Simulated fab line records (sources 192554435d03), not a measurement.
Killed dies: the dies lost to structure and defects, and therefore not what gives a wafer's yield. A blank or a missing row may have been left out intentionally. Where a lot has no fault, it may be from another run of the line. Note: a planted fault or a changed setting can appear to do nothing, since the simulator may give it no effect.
Chamber matching | flow n5-finfet | 4 sister chambers for N5_BEOL_M1_ETCH_63 on rie-diel-01
The step etches SiARC in CF4, target depth 15.6 nm, time 26 s. 14 wafers are shown with their chamber, then 7 later ones without.

== WAFERS WITH THEIR CHAMBER ==
wafer  | chamber | showerhead-plenum-p-Torr (Torr) | throttle-valve-pct (%) | oes-product-au (a.u.)
L074.3 | 1       | 2.23                            | 15.20                  | 0.69
L074.4 | 2       | 2.06                            | 15.46                  | 0.64
L074.5 | 3       | 2.22                            | 15.54                  | 0.62
L075.2 | 0       | 2.27                            | 15.65                  | 0.73
L075.5 | 0       | 2.27                            | 15.66                  | 0.72
L075.6 | 3       | 2.21                            | 15.54                  | 0.61
L079.3 | 1       | 2.22                            | 15.22                  | 0.68
L079.4 | 2       | 2.05                            | 15.49                  | 0.62
L079.6 | 1       | 2.22                            | 15.22                  | 0.68
L086.1 | 2       | 2.05                            | 15.52                  | 0.62
L086.3 | 1       | 2.22                            | 15.24                  | 0.67
L086.5 | 3       | 2.21                            | 15.60                  | 0.61
L092.2 | 3       | 2.20                            | 15.60                  | 0.60
L092.3 | 2       | 2.05                            | 15.52                  | 0.62

SIGNATURES (averages over the wafers above)
reading                  | chamber 0 | chamber 1 | chamber 2 | chamber 3 | scatter within a chamber
showerhead-plenum-p-Torr | 2.2700    | 2.2225    | 2.0525    | 2.2100    | 0.00592
throttle-valve-pct       | 15.6550   | 15.2200   | 15.4975   | 15.5700   | 0.0263
oes-product-au           | 0.7250    | 0.6800    | 0.6250    | 0.6100    | 0.00866
Rule: a wafer's distance from a chamber is the root of the sum, over the readings, of the square of ((its reading less the chamber's mean) divided by the reading's scatter). If the next closest chamber is less than 2 further off than the closest, the wafer can't be placed; otherwise it belongs to the closest. How the scatter is found: for the shown wafers, subtract from each reading the mean of its chamber, square and add these, divide the total by (wafers less chambers), then take the root.

== WAFERS MISSING THEIR CHAMBER ==
wafer  | showerhead-plenum-p-Torr (Torr) | throttle-valve-pct (%) | oes-product-au (a.u.)
L092.4 | 2.26                            | 15.73                  | 0.69
L094.2 | 2.26                            | 15.75                  | 0.69
L094.3 | 2.04                            | 15.54                  | 0.61
L094.5 | 2.26                            | 15.74                  | 0.69
L097.1 | 2.26                            | 15.73                  | 0.69
L097.3 | 2.04                            | 15.56                  | 0.61
L097.5 | 2.26                            | 15.75                  | 0.69

== CHAMBER TAKEN BY EACH ==
wafer  | from the rows above | in truth
L092.4 | 0                   | 0
L094.2 | 0                   | 0
L094.3 | 2                   | 2
L094.5 | 0                   | 0
L097.1 | 0                   | 0
L097.3 | 2                   | 2
L097.5 | 0                   | 0
Placed correctly: 7 of 7. From these rows, 0 cannot be placed. Wrongly placed: 0.
